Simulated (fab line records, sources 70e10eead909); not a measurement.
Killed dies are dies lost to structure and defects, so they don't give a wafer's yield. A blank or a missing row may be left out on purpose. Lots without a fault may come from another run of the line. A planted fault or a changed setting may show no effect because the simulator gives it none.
Which tool did it? | flow nand_harc | 12 lots, 36 wafers sampled, at 1 step of a route of 1302

WHAT THE GAUGES READ, wafer by wafer
NHARC_A_CONTACT_OVL_MEAS_70.
lot  | measured     | on         | overlay_x_nm (nm)
L075 | day 22 01:08 | overlay-02 | -0.6 -0.1 -0.3
L077 | day 23 13:44 | overlay-01 | -1.0 -0.1 -0.9
L078 | day 23 20:57 | overlay-02 | -0.7 -0.6 -0.9
L082 | day 25 08:24 | overlay-02 | 0.6 0.4 -0.3
L083 | day 25 13:34 | overlay-01 | 1.4 0.8 0.7
L085 | day 26 17:13 | overlay-01 | -1.2 -0.9 -0.4
L088 | day 27 11:23 | overlay-01 | 0.1 0.2 -0.2
L089 | day 27 14:39 | overlay-02 | -0.1 -0.1 0.5
L091 | day 28 14:46 | overlay-01 | -0.8 -1.2 -0.6
L092 | day 29 10:00 | overlay-02 | 0.3 0.6 -0.2
L095 | day 30 12:03 | overlay-02 | -0.2 0.2 -0.2
L096 | day 30 20:53 | overlay-02 | -0.3 -0.5 -0.1

WHICH TOOL RAN EACH LOT (tool, then ch and the chambers of the sampled wafers, then the start)
The record holds no process step before these readings.

THE ANSWER, worked out from the rows above alone
Rule: what is usual is taken from the lots themselves. Put in order of their means at a reading, lots are off if they are a third of the lots or fewer, leave a main group of 4 or more, and stand apart from it by a gap of 3 or more times the standard deviation of the main group's means; of several such gaps the widest counts. A main group whose means are all the same, to the digits that the tables above print for the reading, isn't used. A lot without any number at a reading at which 4 lots or more have one is off too. The other lots that the step has rows for count as sound.
No lot is off at any reading shown: from this, nothing can be told.

WHAT THE SIMULATOR HAD PUT IN
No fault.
